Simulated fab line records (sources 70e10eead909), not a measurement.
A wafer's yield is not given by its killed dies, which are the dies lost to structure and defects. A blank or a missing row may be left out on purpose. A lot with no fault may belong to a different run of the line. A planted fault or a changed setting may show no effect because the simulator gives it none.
Chamber matching    flow nand_harc    NHARC_A_M1_CMP_23 on cmp-03 has 4 sister chambers
The step polishes, t overpolish 20 s, target thk 154.34 nm. 4 wafers are shown with their chamber, then 12 later ones without.

## EACH WAFER AND ITS CHAMBER
wafer   chamber  motor_current_A (A)
L089.6  3        11.2
L091.1  1        13.3
L091.2  2        13.8
L091.3  0        11.4

## WAFERS WITH NO CHAMBER GIVEN
wafer   motor_current_A (A)
L094.2  11.7
L094.3  13.2
L094.5  11.1
L093.2  13.9
L093.3  11.0
L093.4  11.0
L096.2  12.9
L096.4  11.4
L096.5  12.8
L095.1  11.1
L095.3  12.6
L095.6  13.2

## EACH ONE'S CHAMBER
wafer   from the rows above           in truth
L094.2  can't be placed: 0 or 3       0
L094.3  can't be placed: 1 or 2       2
L094.5  can't be placed: 3 or 0       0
L093.2  can't be placed: 2 or 1       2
L093.3  can't be placed: 3 or 0       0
L093.4  can't be placed: 3 or 0       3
L096.2  can't be placed: 1 or 2       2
L096.4  can't be placed: 0 or 3       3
L096.5  can't be placed: 1 or 2       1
L095.1  can't be placed: 3 or 0       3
L095.3  can't be placed: 1 or 0 or 2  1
L095.6  can't be placed: 1 or 2       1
Correctly placed: 0 of 12. Can't be placed from these rows: 12 (the true chamber is among the candidates in 12). Number placed wrongly: 0.
How it was worked out, from the rows above alone: a wafer's distance from a chamber is the root of the sum, over the readings, of the square of ((its reading less the chamber's mean) divided by the reading's scatter). If the next closest chamber is less than 2 further off than the closest, the wafer can't be placed; otherwise it belongs to the closest. A chamber's mean is the mean of its shown wafers. The scatter (one wafer shown for each chamber): square how far every hidden wafer sits from the nearest shown wafer, average those squares and take the square root.
